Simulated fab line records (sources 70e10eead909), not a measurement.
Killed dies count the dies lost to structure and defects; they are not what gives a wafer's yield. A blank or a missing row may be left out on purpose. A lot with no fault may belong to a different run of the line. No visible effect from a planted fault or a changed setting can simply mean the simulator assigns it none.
8D (eight disciplines) problem report, filled in by code ; flow nand-harc ; the parts of the form that need people (team, actions taken, sign-off) are left out

== 1. WHAT WENT WRONG ==
thk-nm at NHARC_P_M2_THK_MEAS_24 reads a mean of 150.5 nm on 1 wafer of 1 lot; wafers without a fault read 144.5 nm with a standard deviation of 1.2. That puts it +5.0 standard deviations away from the usual mean.
The step: measures by xrf.
First observed at day 12 15:32: wafer L448.5, on film-metro-01. The record holds 39 wafers of 13 lots with a number at this step. Rule for "out", or "out of limits": more than 4 standard deviations from the usual mean. All remaining wafers that have a number are taken as sound.

== 2. WHAT THIS IS AND IS NOT ==
question;is;is not
which readings at this step;thk-nm;-
which lots;L448;L436, L437, L438, L440, L442, L444, L451, L453, L454, L456, L457, L458
which wafers of those lots;L448.5;L448.1, L448.6
read on which gauges;film-metro-01;film-metro-02
when;from day 12 15:32;"up to then (20 sound wafers); but 18 sound wafers of L451, L453, L454, L456, L457, L458 came after"

== 3. WHAT RULES OUT EACH SUSPECT ==
Counting: any tool at a process step up to the reading remains a suspect provided it ran every lot that is out. Sound lots after the first of them don't rule it out here, since some wafers of a struck lot are sound.
- the gauge at NHARC_P_M2_THK_MEAS_24 has been ruled out. All the wafers that are out were read on film-metro-01, but those of them that NHARC_P_M2_INSPECT_27 has rows for are out there too, on other tools.
- cmp-03 at NHARC_P_M2_CMP_23 (polishes, t overpolish 20 s, target thk 144.3 nm): kept. It processed L448, the lot that is out, at day 12 15:17, and its most recent sound lot before then was L444 at day 10 01:37.
- In cmp-03 at NHARC_P_M2_CMP_23, the wafers that are out were processed in chamber 1 and their sound lot-mates in chambers 2, 3.
Remaining after the count: cmp-03 at NHARC_P_M2_CMP_23.

== 4. THE CAUSE (what the simulator had put in) ==
cmp-03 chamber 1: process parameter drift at NHARC_P_M2_CMP_23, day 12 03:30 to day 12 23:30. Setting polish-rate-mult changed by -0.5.
After counting, this tool was the only one left.

== 5. THE EFFECT CHAIN, in route order ==
Each row: a reading where the mean over the struck wafers with a number is more than 3 standard deviations away from the usual. Readings are gone through only where the record gives a usual standard deviation; hours: the median, over the lots, of the time from a lot's start at the first step in this table giving one to that lot's start at this step; sigmas: the change measured in usual standard deviations.
hours;step;reading;usual;on struck wafers;change;sigmas
0;NHARC_P_M2_CMP_23;time-to-endpoint-s;29.7 s;37.1;+7.4;+3.2
0;NHARC_P_M2_THK_MEAS_24;thk-nm;144.5 nm;150.5;+6.0;+5.0
0;NHARC_P_M2_INSPECT_27;raw-defect-count;314;4476;+4162;+42
It contains these process steps:
- NHARC_P_M2_CMP_23: polishes, t overpolish 20 s, target thk 144.3 nm.
Readings that are blank on the struck wafers while sound wafers have them: pad-life-wafers at NHARC_P_M2_CMP_23.

== 6. HOW IT WOULD HAVE BEEN CAUGHT EARLIER ==
The first out-of-limits reading at a measuring or inspecting step in this record came at day 12 15:32, 12 hours after the fault's start at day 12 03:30.
All the lots that are out (1) had begun NHARC_P_M2_CMP_23 on cmp-03 by day 12 15:32. A hold on the tool at that time would have spared none of them.
